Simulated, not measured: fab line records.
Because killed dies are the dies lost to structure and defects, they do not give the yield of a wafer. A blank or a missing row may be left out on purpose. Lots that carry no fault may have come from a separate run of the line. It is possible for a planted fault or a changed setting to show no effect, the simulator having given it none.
fab line records ; flow nand-harc ; part 1 of 2: steps 1 to 4 of 6
[record] lots = 24; wafers = 72; last-day = 24
route steps=1159 shown A_SLIT@779 A_WL_FILL@834 A_CONTACT@855
lots that met no fault: from a run of the same line without faults
start-h: hours from the record's opening day to when the first of the lot's shown wafers began ; wait-h: time in hours since the lot's previous step ; " as in the row above ; L1.1+2: a single row standing in for several wafers ; - no value present, or no start provided ; * or withheld: withheld ; < > ~ a bound
route shown NAME@n: a module of which the file shows steps, and the number in the route of the first ; usual: mean/standard deviation of fault-free wafers ; same: alike in all rows ; chamber/n: place in a boat ; sites: readings site by site ; _std_site: the standard deviation of these ; _edge_site: mean of outer sites minus mean of inner sites ; radius-mm: how far each site lies from the wafer's centre ; mask NAME#n: copy n ; behind: the most recent tool/chamber to have shaped the wafer ; hold: cause of the lot's hold/its duration in hours/its outcome ; device: whichever transistor did not switch (one of n, p or np) ; end of line: tests run on the same wafers once the route is complete ; where a step has no rows: the recipe by itself ; killed: not the wafer's yield, but the dies lost to structure and defects at the first sort ; map: shows each die of a wafer: x if killed, . if not, _ if none is there
set.NAME: the run value of the setting; set.NAME@STEP: its run value at that earlier step ; model.NAME: the simulator's own value behind a step, which no gauge read
steps of the route over a sample of lots; a table a step, a row a wafer
services: the hour from which a tool's chamber was out of use, counted from the record's first day as start-h (under 0 if before that day), plus the number of hours and why
[[steps]]
[step NHARC_A_SLIT_DEP_25]
[recipe] target-thk-a = 2000; temp-c = 400; pressure-torr = 6.5; rf-w = 900; teos-flow-sccm = 161.4; flow-sccm = 2650; target-thk-nm = 200; gas = O2; material = SiO2
[usual] heater-power-outer-w = 327/58; heater-power-w = 606/110; throttle-valve-pct = 15.9/0.51
lot.wafer;tool;chamber;start-h;wait-h;heater-power-outer-w;heater-power-w;throttle-valve-pct
L076.1;pecvd-03;1;327.11;0.1;347;591;15.8
L076.3;pecvd-03;2;327.11;0.1;445;789;16.4
L076.5;pecvd-03;2;327.11;0.1;451;817;16.2
L074.1;pecvd-01;0;327.11;0.1;357;687;15.4
L074.4;pecvd-01;1;327.11;0.1;204;407;15.7
L074.6;pecvd-01;2;327.11;0.1;326;689;15.8
L075.2;pecvd-01;0;327.30;0.3;363;677;15.3
L075.1;pecvd-01;1;327.30;0.3;201;399;15.5
L075.4;pecvd-01;2;327.30;0.3;310;649;15.9
L078.2;pecvd-01;1;332.50;0.2;212;417;15.7
L078.4;pecvd-01;0;332.50;0.2;378;720;15.2
L078.5;pecvd-01;1;332.50;0.2;219;434;15.3
L079.3;pecvd-02;2;332.60;0.3;332;655;15.7
L079.6;pecvd-02;2;332.60;0.3;330;640;16.0
L079.5;pecvd-02;0;332.60;0.3;341;646;15.2
L077.3;pecvd-01;0;340.10;0.1;362;674;15.4
L077.6;pecvd-01;2;340.10;0.1;384;759;16.2
L077.5;pecvd-01;1;340.10;0.1;261;477;15.6
L080.3;pecvd-03;2;354.20;0.1;441;809;16.8
L080.1;pecvd-03;1;354.20;0.1;338;576;15.7
L080.5;pecvd-03;2;354.20;0.1;441;768;16.4
L081.2;pecvd-01;2;354.24;0.1;357;678;15.8
L081.3;pecvd-01;0;354.24;0.1;383;687;15.4
L081.5;pecvd-01;2;354.24;0.1;359;696;16.1
L083.2;pecvd-01;2;367.32;0.1;348;726;16.0
L083.6;pecvd-01;2;367.32;0.1;353;718;16.1
L083.4;pecvd-01;0;367.32;0.1;343;663;15.5
L082.1;pecvd-03;2;367.49;0.1;334;655;16.5
L082.4;pecvd-03;1;367.49;0.1;325;589;15.6
L082.5;pecvd-03;2;367.49;0.1;352;698;16.1
L084.2;pecvd-01;2;371.96;0.1;300;658;16.1
L084.4;pecvd-01;1;371.96;0.1;277;501;15.6
L084.6;pecvd-01;2;371.96;0.1;317;665;15.8
L087.2;pecvd-01;2;389.96;0.1;356;707;16.1
L087.1;pecvd-01;0;389.96;0.1;317;608;15.6
L087.4;pecvd-01;0;389.96;0.1;317;633;15.7
L086.2;pecvd-02;0;390.17;0.3;305;577;15.3
L086.4;pecvd-02;1;390.17;0.3;451;707;15.6
L086.6;pecvd-02;2;390.17;0.3;339;673;15.7
L085.4;pecvd-01;0;390.30;0.3;365;691;15.7
L085.5;pecvd-01;1;390.30;0.3;278;499;15.6
L085.6;pecvd-01;2;390.30;0.3;258;570;15.9
L088.1;pecvd-03;1;400.14;0.1;307;535;15.6
L088.5;pecvd-03;0;400.14;0.1;308;488;16.8
L088.6;pecvd-03;1;400.14;0.1;310;555;15.9
L089.1;pecvd-02;0;400.20;0.1;309;584;15.0
L089.5;pecvd-02;0;400.20;0.1;314;592;15.1
L089.4;pecvd-02;2;400.20;0.1;341;673;15.5
L090.3;pecvd-03;2;412.15;0.1;376;731;16.2
L090.4;pecvd-03;1;412.15;0.1;359;600;15.7
L090.6;pecvd-03;2;412.15;0.1;390;738;16.7
L091.2;pecvd-01;0;412.29;0.2;298;593;15.5
L091.1;pecvd-01;1;412.29;0.2;238;450;15.7
L091.3;pecvd-01;2;412.29;0.2;286;603;16.1
L092.3;pecvd-03;0;420.02;0.1;283;479;17.1
L092.4;pecvd-03;1;420.02;0.1;331;572;15.9
L092.5;pecvd-03;2;420.02;0.1;380;714;16.8
L093.3;pecvd-02;0;432.02;0.1;309;579;15.2
L093.2;pecvd-02;2;432.02;0.1;320;660;15.6
L093.5;pecvd-02;1;432.02;0.1;437;693;15.9
L095.2;pecvd-01;2;432.08;0.1;380;715;16.0
L095.5;pecvd-01;1;432.08;0.1;212;400;15.7
L095.6;pecvd-01;2;432.08;0.1;396;728;15.9
L094.1;pecvd-03;1;432.31;0.3;321;561;15.8
L094.6;pecvd-03;0;432.31;0.3;262;429;16.6
L094.4;pecvd-03;1;432.31;0.3;332;581;15.9
L096.3;pecvd-03;1;445.44;0.3;296;534;15.9
L096.6;pecvd-03;2;445.44;0.3;328;652;16.4
L096.5;pecvd-03;1;445.44;0.3;307;546;15.9
L097.2;pecvd-02;1;456.04;0.1;426;686;15.8
L097.1;pecvd-02;2;456.04;0.1;325;642;15.9
L097.4;pecvd-02;2;456.04;0.1;329;653;15.9
[step NHARC_A_SLIT_CD_MEAS_09]
[recipe] target-cd-nm = 300; landing-energy-ev = 500
[usual] cd-nm = 300.0/0.57
lot.wafer;tool;chamber;start-h;wait-h;cd-nm
L074.1;cd-sem-02;0;330.66;-;301.1
L074.4;cd-sem-02;0;330.66;-;300.6
L074.6;cd-sem-02;0;330.66;-;300.6
L076.1;cd-sem-03;0;330.82;-;300.0
L076.3;cd-sem-03;0;330.82;-;300.0
L076.5;cd-sem-03;0;330.82;-;299.3
L075.1;cd-sem-02;0;332.28;-;300.4
L075.2;cd-sem-02;0;332.28;-;299.4
L075.4;cd-sem-02;0;332.28;-;299.8
L078.2;cd-sem-01;0;335.64;-;299.6
L078.4;cd-sem-01;0;335.64;-;300.7
L078.5;cd-sem-01;0;335.64;-;299.5
L079.3;cd-sem-01;0;335.81;-;299.3
L079.5;cd-sem-01;0;335.81;-;299.6
L079.6;cd-sem-01;0;335.81;-;300.0
L077.3;cd-sem-02;0;343.07;-;299.7
L077.5;cd-sem-02;0;343.07;-;300.4
L077.6;cd-sem-02;0;343.07;-;299.4
L080.1;cd-sem-02;0;359.19;-;300.2
L080.3;cd-sem-02;0;359.19;-;299.6
L080.5;cd-sem-02;0;359.19;-;300.4
L081.2;cd-sem-01;0;360.29;-;299.7
L081.3;cd-sem-01;0;360.29;-;299.8
L081.5;cd-sem-01;0;360.29;-;299.6
L083.2;cd-sem-03;0;370.31;-;300.6
L083.4;cd-sem-03;0;370.31;-;300.8
L083.6;cd-sem-03;0;370.31;-;300.2
L082.1;cd-sem-02;0;370.34;-;300.4
L082.4;cd-sem-02;0;370.34;-;299.8
L082.5;cd-sem-02;0;370.34;-;300.6
L084.2;cd-sem-03;0;375.30;-;300.0
L084.4;cd-sem-03;0;375.30;-;298.9
L084.6;cd-sem-03;0;375.30;-;300.2
L087.1;cd-sem-02;0;393.74;-;299.6
L087.2;cd-sem-02;0;393.74;-;299.1
L087.4;cd-sem-02;0;393.74;-;300.2
L086.2;cd-sem-01;0;393.90;-;299.6
L086.4;cd-sem-01;0;393.90;-;299.9
L086.6;cd-sem-01;0;393.90;-;300.3
L085.4;cd-sem-03;0;394.95;-;300.4
L085.5;cd-sem-03;0;394.95;-;300.3
L085.6;cd-sem-03;0;394.95;-;300.1
L088.1;cd-sem-03;0;402.91;-;300.5
L088.5;cd-sem-03;0;402.91;-;300.7
L088.6;cd-sem-03;0;402.91;-;300.7
L089.1;cd-sem-01;0;403.20;-;300.2
L089.4;cd-sem-01;0;403.20;-;300.9
L089.5;cd-sem-01;0;403.20;-;300.1
L090.3;cd-sem-02;0;416.98;-;299.1
L090.4;cd-sem-02;0;416.98;-;299.1
L090.6;cd-sem-02;0;416.98;-;299.4
L091.1;cd-sem-01;0;418.08;-;298.7
L091.2;cd-sem-01;0;418.08;-;299.4
L091.3;cd-sem-01;0;418.08;-;299.3
L092.3;cd-sem-02;0;423.69;-;300.7
L092.4;cd-sem-02;0;423.69;-;299.0
L092.5;cd-sem-02;0;423.69;-;300.1
L093.2;cd-sem-03;0;435.03;-;299.9
L093.3;cd-sem-03;0;435.03;-;300.0
L093.5;cd-sem-03;0;435.03;-;299.5
L095.2;cd-sem-01;0;435.25;-;300.0
L095.5;cd-sem-01;0;435.25;-;299.8
L095.6;cd-sem-01;0;435.25;-;300.1
L094.1;cd-sem-02;0;435.59;-;299.9
L094.4;cd-sem-02;0;435.59;-;300.5
L094.6;cd-sem-02;0;435.59;-;300.0
L096.3;cd-sem-02;0;448.39;-;300.3
L096.5;cd-sem-02;0;448.39;-;299.8
L096.6;cd-sem-02;0;448.39;-;301.3
L097.1;cd-sem-01;0;459.77;-;299.6
L097.2;cd-sem-01;0;459.77;-;300.5
L097.4;cd-sem-01;0;459.77;-;300.6
[step NHARC_A_SLIT_ETCH_24]
[recipe] target-depth-a = 1210; time-s = 60.5; cf4-flow-sccm = 100; chf3-flow-sccm = 30; ar-flow-sccm = 0; rf-w = 500; bias-w = 200; chemistry = CF4/CHF3
[usual] cf4-flow-sccm = 99.97/0.3; chamber-pressure-mTorr = 24.999/0.024; drypump-motor-current-A = 5.7/0.37; oes-product-au = 0.963/0.018; rf-vpp-V = 370.2/2.1; showerhead-plenum-p-Torr = 1.56/0.055; throttle-valve-pct = 16.802/0.0088
lot.wafer;tool;chamber;start-h;wait-h;cf4-flow-sccm;chamber-pressure-mTorr;drypump-motor-current-A;oes-product-au;rf-hours-counter-h;rf-vpp-V;showerhead-plenum-p-Torr;throttle-valve-pct
L074.4;rie-diel-03;3;330.94;0.1;99.80;24.998;5.5;0.977;8;373.8;1.67;16.798
L074.1;rie-diel-03;2;330.94;0.1;100.41;25.037;6.0;0.950;8;367.5;1.51;16.789
L074.6;rie-diel-03;3;330.94;0.1;100.09;25.007;5.5;0.988;-;375.7;1.67;16.804
L076.1;rie-diel-07;0;331.10;0.1;99.34;25.023;6.0;0.973;7;369.2;1.55;16.809
L076.3;rie-diel-07;1;331.10;0.1;99.72;25.010;6.0;0.964;5;367.6;1.50;16.796
L076.5;rie-diel-07;3;331.10;0.1;100.24;25.033;5.0;0.965;-;371.3;1.59;16.805
L075.4;rie-diel-03;1;332.56;0.1;99.80;25.008;6.1;0.968;8;372.1;1.62;16.807
L075.2;rie-diel-03;2;332.56;0.1;99.46;25.014;6.0;0.964;8;371.3;1.51;16.800
L075.1;rie-diel-03;3;332.56;0.1;100.60;24.992;5.5;0.999;8;372.5;1.67;16.799
L078.4;rie-diel-03;0;335.92;0.1;99.81;24.954;5.8;0.967;8;370.4;1.56;16.812
L078.2;rie-diel-03;2;335.92;0.1;99.86;24.990;6.0;0.956;9;367.5;1.51;16.801
L078.5;rie-diel-03;0;335.92;0.1;100.09;24.963;5.9;0.978;-;369.1;1.56;16.803
L079.3;rie-diel-05;1;336.08;0.1;100.10;25.049;5.0;0.956;12;367.9;1.48;16.819
L079.5;rie-diel-05;0;336.08;0.1;100.17;24.995;5.4;0.969;-;371.6;1.59;16.802
L079.6;rie-diel-05;1;336.08;0.1;100.93;24.979;5.1;0.958;-;368.6;1.48;16.812
L077.3;rie-diel-03;2;343.36;0.1;99.94;25.028;6.0;0.960;9;369.0;1.51;16.809
L077.6;rie-diel-03;0;343.36;0.1;100.01;24.994;5.8;0.970;-;370.8;1.56;16.795
L077.5;rie-diel-03;1;343.36;0.1;100.07;24.982;6.2;0.963;-;372.4;1.62;16.812
L080.1;rie-diel-03;2;359.46;0.1;100.24;24.962;6.0;0.971;10;368.6;1.51;16.807
L080.3;rie-diel-03;1;359.46;0.1;100.29;24.959;6.1;0.967;10;371.8;1.62;16.806
L080.5;rie-diel-03;3;359.46;0.1;99.85;25.004;5.6;0.995;-;375.2;1.66;16.816
L081.3;rie-diel-07;3;360.57;0.1;99.60;25.013;5.0;0.917;8;370.9;1.59;16.787
L081.2;rie-diel-07;0;360.57;0.1;99.65;25.016;6.1;0.933;9;369.2;1.54;16.813
L081.5;rie-diel-07;2;360.57;0.1;100.29;24.982;5.2;0.918;-;368.5;1.52;16.797
L083.4;rie-diel-05;2;370.59;0.1;100.02;24.995;5.8;0.964;2;368.5;1.53;16.791
L083.2;rie-diel-05;0;370.59;0.1;100.30;25.021;5.4;0.965;1;371.1;1.59;16.797
L083.6;rie-diel-05;1;370.59;0.1;100.29;25.027;5.0;0.985;-;368.4;1.48;16.789
L082.1;rie-diel-03;2;370.61;0.1;100.16;24.985;6.0;0.915;11;369.1;1.51;16.805
L082.4;rie-diel-03;1;370.61;0.1;100.10;24.938;6.1;0.934;11;372.5;1.62;16.808
L082.5;rie-diel-03;2;370.61;0.1;100.42;24.994;6.0;0.911;-;367.4;1.51;16.811
L084.4;rie-diel-03;0;375.58;0.1;99.76;25.004;5.8;0.941;12;370.4;1.56;16.809
L084.2;rie-diel-03;1;375.58;0.1;100.05;25.046;6.1;0.937;12;370.9;1.62;16.819
L084.6;rie-diel-03;3;375.58;0.1;100.55;25.014;5.5;0.938;-;374.7;1.66;16.816
L087.2;rie-diel-05;1;394.02;0.1;99.70;24.979;5.1;0.969;3;366.6;1.48;16.791
L087.4;rie-diel-05;2;394.02;0.1;100.04;25.009;5.8;0.965;3;371.3;1.53;16.813
L087.1;rie-diel-05;3;394.02;0.1;99.85;25.007;5.9;0.966;3;366.7;1.52;16.799
L086.2;rie-diel-07;0;394.20;0.1;100.29;24.981;6.0;0.972;10;369.4;1.54;16.804
L086.4;rie-diel-07;1;394.20;0.1;100.31;25.026;5.9;0.960;-;367.2;1.50;16.794
L086.6;rie-diel-07;0;394.20;0.1;99.43;25.010;6.0;0.977;-;369.7;1.54;16.786
L085.4;rie-diel-05;1;395.22;0.1;100.37;24.992;5.1;0.990;3;368.2;1.48;16.815
L085.6;rie-diel-05;3;395.22;0.1;100.09;25.002;5.9;0.965;-;367.9;1.52;16.815
L085.5;rie-diel-05;0;395.22;0.1;100.01;24.978;5.4;0.957;-;371.3;1.59;16.801
L088.1;rie-diel-05;1;403.20;0.1;99.77;25.046;5.1;0.964;4;366.2;1.48;16.792
L088.6;rie-diel-05;2;403.20;0.1;99.53;24.979;5.8;0.972;-;370.2;1.53;16.804
L088.5;rie-diel-05;3;403.20;0.1;100.08;25.009;5.9;0.972;-;368.8;1.52;16.801
L089.1;rie-diel-07;3;403.54;0.1;99.80;24.981;5.1;0.936;11;371.8;1.59;16.793
L089.5;rie-diel-07;1;403.54;0.1;99.99;24.997;6.0;0.950;-;368.5;1.49;16.792
L089.4;rie-diel-07;3;403.54;0.1;99.75;25.030;5.1;0.940;-;372.2;1.59;16.798
L090.3;rie-diel-05;3;417.24;0.1;99.63;24.991;5.9;0.977;6;368.4;1.52;16.795
L090.4;rie-diel-05;2;417.24;0.1;100.44;25.019;5.8;0.963;6;369.8;1.53;16.802
L090.6;rie-diel-05;0;417.24;0.1;100.13;24.995;5.4;0.973;-;371.5;1.59;16.819
L091.2;rie-diel-07;2;418.35;0.1;100.05;25.032;5.2;0.988;0;369.1;1.52;16.811
L091.3;rie-diel-07;0;418.35;0.1;99.75;24.980;6.0;0.966;0;368.4;1.54;16.797
L091.1;rie-diel-07;1;418.35;0.1;100.21;24.997;5.9;0.984;0;368.1;1.49;16.788
L092.3;rie-diel-05;0;423.96;0.1;100.31;24.994;5.4;0.933;5;370.5;1.59;16.808
L092.4;rie-diel-05;3;423.96;0.1;100.06;24.973;5.9;0.941;6;369.5;1.52;16.797
L092.5;rie-diel-05;1;423.96;0.1;100.18;25.000;5.0;0.948;-;368.3;1.48;16.793
L093.3;rie-diel-07;2;435.32;0.1;100.12;24.990;5.2;0.976;2;369.4;1.52;16.805
L093.2;rie-diel-07;0;435.32;0.1;100.01;24.969;6.0;1.001;1;370.1;1.54;16.804
L093.5;rie-diel-07;3;435.32;0.1;99.79;25.022;5.0;0.970;-;371.1;1.59;16.798
L095.2;rie-diel-05;1;435.53;0.1;99.53;24.982;5.1;0.986;6;367.2;1.48;16.782
L095.5;rie-diel-05;2;435.53;0.1;100.02;24.991;5.8;0.984;-;369.2;1.53;16.793
L095.6;rie-diel-05;3;435.53;0.1;99.56;25.042;5.9;0.963;-;369.1;1.52;16.796
L094.1;rie-diel-03;1;435.87;0.1;100.27;25.019;6.1;0.979;2;372.9;1.62;16.791
L094.4;rie-diel-03;3;435.87;0.1;99.91;25.011;5.5;0.960;2;374.6;1.66;16.814
L094.6;rie-diel-03;1;435.87;0.1;100.20;25.031;6.1;0.973;-;371.7;1.62;16.791
L096.3;rie-diel-03;0;448.68;0.1;99.74;25.035;5.9;0.961;3;369.9;1.56;16.795
L096.5;rie-diel-03;0;448.68;0.1;100.09;24.977;5.9;0.970;-;371.1;1.56;16.802
L096.6;rie-diel-03;2;448.68;0.1;100.54;24.988;6.0;0.963;-;368.3;1.51;16.810
L097.4;rie-diel-03;3;460.04;0.1;99.50;25.003;5.5;0.965;5;375.1;1.66;16.800
L097.1;rie-diel-03;1;460.04;0.1;100.01;25.024;6.1;0.949;3;371.4;1.62;16.804
L097.2;rie-diel-03;2;460.04;0.1;99.85;25.015;6.0;0.957;5;367.3;1.51;16.799
[step NHARC_A_SLIT_ETCH_15]
[recipe] target-depth-a = 32000; over-etch-frac = 0.3; time-s = 832; ion-energy-ev = 150; o2-flow-sccm = 400; cos-flow-sccm = 20; ar-flow-sccm = 0; rf-w = 500; bias-w = 300; chemistry = O2/COS
[usual] chamber-pressure-mTorr = 20.001/0.018; drypump-motor-current-A = 5.7/0.37; oes-product-au = 1.002/0.0096; rf-vpp-V = 313.7/1.9; showerhead-plenum-p-Torr = 3.09/0.11; throttle-valve-pct = 28.331/0.0093
lot.wafer;tool;chamber;start-h;wait-h;chamber-pressure-mTorr;drypump-motor-current-A;oes-product-au;rf-hours-counter-h;rf-vpp-V;showerhead-plenum-p-Torr;throttle-valve-pct
L074.4;rie-diel-03;3;-;-;20.002;5.6;1.010;8;317.0;3.30;28.331
L074.1;rie-diel-03;0;-;-;19.989;5.8;0.994;7;311.4;3.10;28.337
L074.6;rie-diel-03;2;-;-;20.017;6.0;0.998;-;313.1;3.00;28.332
L076.3;rie-diel-07;2;-;-;20.012;5.2;0.995;6;313.1;3.02;28.319
L076.1;rie-diel-07;0;-;-;19.966;6.0;1.009;7;313.4;3.07;28.348
L076.5;rie-diel-07;1;-;-;20.016;5.9;0.996;-;312.3;2.97;28.329
L075.2;rie-diel-03;0;-;-;20.003;5.9;1.004;7;314.0;3.10;28.342
L075.4;rie-diel-03;1;-;-;19.967;6.2;1.010;8;315.8;3.22;28.324
L075.1;rie-diel-03;2;-;-;20.007;6.0;1.007;8;312.6;3.00;28.338
L078.4;rie-diel-03;1;-;-;19.986;6.2;1.002;8;314.6;3.22;28.319
L078.2;rie-diel-03;3;-;-;19.999;5.5;1.002;9;316.4;3.30;28.337
L078.5;rie-diel-03;0;-;-;20.009;5.9;0.997;-;313.2;3.10;28.340
L079.3;rie-diel-05;2;-;-;20.000;5.8;0.995;13;312.3;3.05;28.345
L079.6;rie-diel-05;1;-;-;20.014;5.1;0.992;-;311.7;2.93;28.322
L079.5;rie-diel-05;2;-;-;20.014;5.8;0.998;-;312.5;3.05;28.333
L077.3;rie-diel-03;3;-;-;20.002;5.5;1.008;9;317.4;3.30;28.331
L077.5;rie-diel-03;3;-;-;20.011;5.6;1.028;-;316.9;3.30;28.326
L077.6;rie-diel-03;0;-;-;19.999;5.8;0.997;-;313.9;3.10;28.334
L080.1;rie-diel-03;0;-;-;19.984;5.9;1.002;10;314.2;3.09;28.317
L080.3;rie-diel-03;2;-;-;19.982;6.0;0.994;10;313.7;3.00;28.338
L080.5;rie-diel-03;0;-;-;20.020;6.0;1.009;-;314.6;3.09;28.334
L081.2;rie-diel-07;3;-;-;20.007;5.1;0.986;8;315.0;3.16;28.322
L081.3;rie-diel-07;0;-;-;20.024;6.1;1.013;9;311.7;3.06;28.346
L081.5;rie-diel-07;3;-;-;20.007;5.0;0.994;-;313.8;3.16;28.321
L083.2;rie-diel-05;2;-;-;19.986;5.8;1.001;2;313.4;3.04;28.336
L083.4;rie-diel-05;3;-;-;20.022;5.9;0.991;2;313.2;3.02;28.337
L083.6;rie-diel-05;3;-;-;19.987;5.9;0.999;-;312.2;3.02;28.325
L082.1;rie-diel-03;1;-;-;20.025;6.2;1.012;11;315.7;3.22;28.326
L082.4;rie-diel-03;3;-;-;19.988;5.6;1.009;12;316.3;3.30;28.332
L082.5;rie-diel-03;2;-;-;20.007;6.0;0.990;-;311.6;3.00;28.336
L084.2;rie-diel-03;3;-;-;20.026;5.5;1.015;12;316.2;3.30;28.319
L084.4;rie-diel-03;0;-;-;20.012;5.9;0.999;12;312.9;3.09;28.343
L084.6;rie-diel-03;3;-;-;19.990;5.6;1.012;-;317.5;3.30;28.325
L087.2;rie-diel-05;1;-;-;20.018;5.1;1.009;3;312.1;2.93;28.315
L087.1;rie-diel-05;3;-;-;20.010;5.9;1.004;3;311.5;3.02;28.316
L087.4;rie-diel-05;0;-;-;20.014;5.4;1.001;2;313.8;3.15;28.337
L086.2;rie-diel-07;1;-;-;19.991;6.0;1.001;10;311.6;2.97;28.329
L086.4;rie-diel-07;3;-;-;20.012;5.1;0.986;-;315.5;3.16;28.336
L086.6;rie-diel-07;0;-;-;20.003;6.1;1.011;-;312.9;3.06;28.348
L085.4;rie-diel-05;2;-;-;19.993;5.8;1.007;4;312.1;3.04;28.328
L085.5;rie-diel-05;2;-;-;19.987;5.8;1.000;-;312.5;3.04;28.337
L085.6;rie-diel-05;3;-;-;20.011;5.9;1.006;-;313.0;3.02;28.340
L088.1;rie-diel-05;1;-;-;20.000;5.1;1.007;4;312.9;2.93;28.329
L088.6;rie-diel-05;0;-;-;19.982;5.4;1.006;-;313.9;3.15;28.329
L088.5;rie-diel-05;1;-;-;19.999;5.0;1.015;-;311.6;2.93;28.345
L089.1;rie-diel-07;1;-;-;20.032;6.0;1.014;11;312.4;2.97;28.338
L089.5;rie-diel-07;0;-;-;20.060;6.1;1.031;-;314.9;3.06;28.334
L089.4;rie-diel-07;1;-;-;20.024;6.0;1.009;-;310.8;2.97;28.320
L090.3;rie-diel-05;3;-;-;20.013;5.9;1.004;6;313.1;3.02;28.329
L090.4;rie-diel-05;2;-;-;20.041;5.8;0.998;6;312.6;3.04;28.326
L090.6;rie-diel-05;3;-;-;19.957;5.9;0.994;-;312.6;3.02;28.326
L091.3;rie-diel-07;0;-;-;19.986;6.0;1.008;0;313.7;3.06;28.322
L091.1;rie-diel-07;1;-;-;20.004;6.0;1.001;0;311.6;2.96;28.320
L091.2;rie-diel-07;2;-;-;19.982;5.2;1.021;0;311.7;3.02;28.332
L092.3;rie-diel-05;1;-;-;20.013;5.1;1.009;6;311.7;2.93;28.337
L092.4;rie-diel-05;2;-;-;20.018;5.8;0.993;6;313.6;3.04;28.341
L092.5;rie-diel-05;0;-;-;19.996;5.4;0.992;-;315.1;3.15;28.338
L093.3;rie-diel-07;2;-;-;19.962;5.2;1.022;2;312.3;3.02;28.345
L093.2;rie-diel-07;0;-;-;20.000;6.0;1.000;1;313.5;3.06;28.327
L093.5;rie-diel-07;2;-;-;20.010;5.2;1.015;-;310.3;3.02;28.352
L095.2;rie-diel-05;2;-;-;19.999;5.8;0.997;7;312.7;3.04;28.322
L095.5;rie-diel-05;0;-;-;20.015;5.4;1.002;-;315.3;3.15;28.339
L095.6;rie-diel-05;1;-;-;20.003;5.1;1.010;-;310.6;2.93;28.334
L094.4;rie-diel-03;2;-;-;20.007;6.0;0.998;2;311.7;3.00;28.334
L094.1;rie-diel-03;1;-;-;19.984;6.2;1.000;2;315.7;3.22;28.333
L094.6;rie-diel-03;3;-;-;20.013;5.6;1.005;-;316.2;3.30;28.335
L096.3;rie-diel-03;3;-;-;19.984;5.5;0.984;3;318.3;3.30;28.325
L096.6;rie-diel-03;3;-;-;20.014;5.5;0.992;-;316.9;3.30;28.336
L096.5;rie-diel-03;2;-;-;20.011;6.0;1.004;-;312.3;3.00;28.325
L097.4;rie-diel-03;0;-;-;20.030;5.9;0.996;5;313.7;3.09;28.329
L097.2;rie-diel-03;1;-;-;20.011;6.2;0.996;3;314.2;3.22;28.321
L097.1;rie-diel-03;2;-;-;19.979;6.0;0.998;5;312.9;3.00;28.318
